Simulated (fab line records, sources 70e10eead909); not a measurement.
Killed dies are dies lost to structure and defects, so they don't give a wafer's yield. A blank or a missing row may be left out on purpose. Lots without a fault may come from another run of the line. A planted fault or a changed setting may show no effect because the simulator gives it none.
Tool commonality check | flow nand_harc | 15 lots, 44 wafers sampled

WHY IT WAS OPENED
At NHARC_A_BONDPAD_THK_MEAS_20 the reading thk_nm is flagged on 3 of 15 lots. Wafers without a fault read 169.8 nm, standard deviation 1.5.
Rule: a lot is flagged when every wafer of it that has a number lies more than 4 standard deviations from that mean, or none has a number. The other lots count as sound.

lot  | measured     | on            | thk_nm (nm), wafer by wafer | flag
L189 | day 18 05:57 | film_metro-02 | 169.6 171.7 169.3           |
L188 | day 18 12:46 | film_metro-02 | 167.2 168.2 168.7           |
L192 | day 18 12:53 | film_metro-01 | 169.5 169.5 171.7           |
L190 | day 19 03:51 | film_metro-02 | 402.5 397.5 398.6           | FLAGGED
L194 | day 19 17:11 | film_metro-01 | 393.0 395.3                 | FLAGGED
L191 | day 19 17:37 | film_metro-01 | 405.6 402.8 402.9           | FLAGGED
L201 | day 21 08:24 | film_metro-02 | 169.2 170.3 171.3           |
L202 | day 21 18:39 | film_metro-01 | 166.1 170.3 169.0           |
L200 | day 22 03:33 | film_metro-01 | 167.2 170.9 167.6           |
L203 | day 22 04:05 | film_metro-02 | 172.0 168.7 168.7           |
L205 | day 22 04:45 | film_metro-01 | 170.6 169.5 168.1           |
L206 | day 22 05:13 | film_metro-01 | 169.1 171.9 169.1           |
L208 | day 22 18:38 | film_metro-02 | 172.7 169.7 171.7           |
L207 | day 23 08:58 | film_metro-02 | 170.0 168.9 168.5           |
L210 | day 23 12:51 | film_metro-01 | 170.8 171.3 170.0           |
The numbers of the flagged lots are 399.8 nm on average: +230.0 nm against the usual, or +99 or more standard deviations.

WHICH TOOL RAN EACH LOT
The record holds 3 process steps before the reading, out of a route of 1159 steps. In each cell: the tool, then ch and the chambers that the sampled wafers went through, then the start.
lot  | flag    | NHARC_A_BONDPAD_DESCUM_11          | NHARC_A_BONDPAD_PRE_CLEAN_26            | NHARC_A_BONDPAD_CMP_19
L189 |         | rie_diel-10 ch 0,1, day 18 03:08   | pvd_sputter-01, day 18 05:39 or earlier | cmp-01 ch 1,2, day 18 05:39
L188 |         | rie_diel-07 ch 0,1,3, day 18 10:18 | pvd_sputter-01, day 18 12:30 or earlier | cmp-01 ch 0,1,2, day 18 12:30
L192 |         | rie_diel-10 ch 0,1,2, day 18 10:28 | pvd_sputter-03, day 18 12:34 or earlier | cmp-03 ch 2,3, day 18 12:34
L190 | FLAGGED | rie_diel-10 ch 1,2,3, day 19 01:31 | pvd_sputter-02, day 19 03:32 or earlier | cmp-01 ch 0,1,2, day 19 03:32
L194 | FLAGGED | rie_diel-10 ch 0,1, day 19 14:51   | pvd_sputter-03, day 19 16:56 or earlier | cmp-03 ch 1,2, day 19 16:56
L191 | FLAGGED | rie_diel-05 ch 0,2,3, day 19 15:16 | pvd_sputter-02, day 19 17:17 or earlier | cmp-02 ch 0,1,3, day 19 17:17
L201 |         | rie_diel-10 ch 0,3, day 21 05:59   | pvd_sputter-03, day 21 08:07 or earlier | cmp-03 ch 0,1, day 21 08:07
L202 |         | rie_diel-10 ch 0,3, day 21 16:14   | pvd_sputter-02, day 21 18:21 or earlier | cmp-01 ch 0,1, day 21 18:21
L200 |         | rie_diel-05 ch 0,2, day 22 01:12   | pvd_sputter-01, day 22 03:13 or earlier | cmp-02 ch 0,2, day 22 03:13
L203 |         | rie_diel-05 ch 1,2,3, day 22 01:41 | pvd_sputter-01, day 22 03:47 or earlier | cmp-01 ch 1,3, day 22 03:47
L205 |         | rie_diel-07 ch 0,1, day 22 02:13   | pvd_sputter-01, day 22 04:25 or earlier | cmp-01 ch 0,3, day 22 04:25
L206 |         | rie_diel-10 ch 0,2,3, day 22 02:32 | pvd_sputter-02, day 22 04:54 or earlier | cmp-01 ch 0,2, day 22 04:54
L208 |         | rie_diel-10 ch 0,1,3, day 22 16:19 | pvd_sputter-02, day 22 18:19 or earlier | cmp-01 ch 1,2, day 22 18:19
L207 |         | rie_diel-05 ch 1,2,3, day 23 06:38 | pvd_sputter-02, day 23 08:42 or earlier | cmp-02 ch 0,2,3, day 23 08:42
L210 |         | rie_diel-05 ch 0,2,3, day 23 09:53 | pvd_sputter-02, day 23 12:31 or earlier | cmp-03 ch 0,1, day 23 12:31
What these steps do:
- NHARC_A_BONDPAD_DESCUM_11: chemistry O2, time 3 s.
- NHARC_A_BONDPAD_PRE_CLEAN_26: time 30 s.
- NHARC_A_BONDPAD_CMP_19: polishes, t overpolish 30 s, cu recess touch 16 s, target thk 169.8 nm.
- NHARC_A_BONDPAD_THK_MEAS_20: measures by xrf.

FLAGGED OVER TOTAL, TOOL BY TOOL (the gauges that took the reading come last)
step                         | tool           | lots run | flagged | share of the flagged lots | sound lots run after its first flagged lot
NHARC_A_BONDPAD_DESCUM_11    | rie_diel-05    | 5        | 1       | some                      | 4 (L200,L203,L207,L210)
NHARC_A_BONDPAD_DESCUM_11    | rie_diel-07    | 2        | 0       | none                      | -
NHARC_A_BONDPAD_DESCUM_11    | rie_diel-10    | 8        | 2       | some                      | 4 (L201,L202,L206,L208)
NHARC_A_BONDPAD_PRE_CLEAN_26 | pvd_sputter-01 | 5        | 0       | none                      | -
NHARC_A_BONDPAD_PRE_CLEAN_26 | pvd_sputter-02 | 7        | 2       | some                      | 5 (L202,L206,L208,L207,L210)
NHARC_A_BONDPAD_PRE_CLEAN_26 | pvd_sputter-03 | 3        | 1       | some                      | 1 (L201)
NHARC_A_BONDPAD_CMP_19       | cmp-01         | 8        | 1       | some                      | 5 (L202,L203,L205,L206,L208)
NHARC_A_BONDPAD_CMP_19       | cmp-02         | 3        | 1       | some                      | 2 (L200,L207)
NHARC_A_BONDPAD_CMP_19       | cmp-03         | 4        | 1       | some                      | 2 (L201,L210)
NHARC_A_BONDPAD_THK_MEAS_20  | film_metro-01  | 8        | 2       | some                      | 5 (L202,L200,L205,L206,L210)
NHARC_A_BONDPAD_THK_MEAS_20  | film_metro-02  | 7        | 1       | some                      | 4 (L201,L203,L208,L207)
NHARC_A_BONDPAD_PRE_CLEAN_26 gives no start for some lots, so the hours and the order of its lots are those of NHARC_A_BONDPAD_CMP_19.

WHAT THE TABLE ALLOWS
No row of the table ran every flagged lot.

WHAT THE SIMULATOR HAD PUT IN
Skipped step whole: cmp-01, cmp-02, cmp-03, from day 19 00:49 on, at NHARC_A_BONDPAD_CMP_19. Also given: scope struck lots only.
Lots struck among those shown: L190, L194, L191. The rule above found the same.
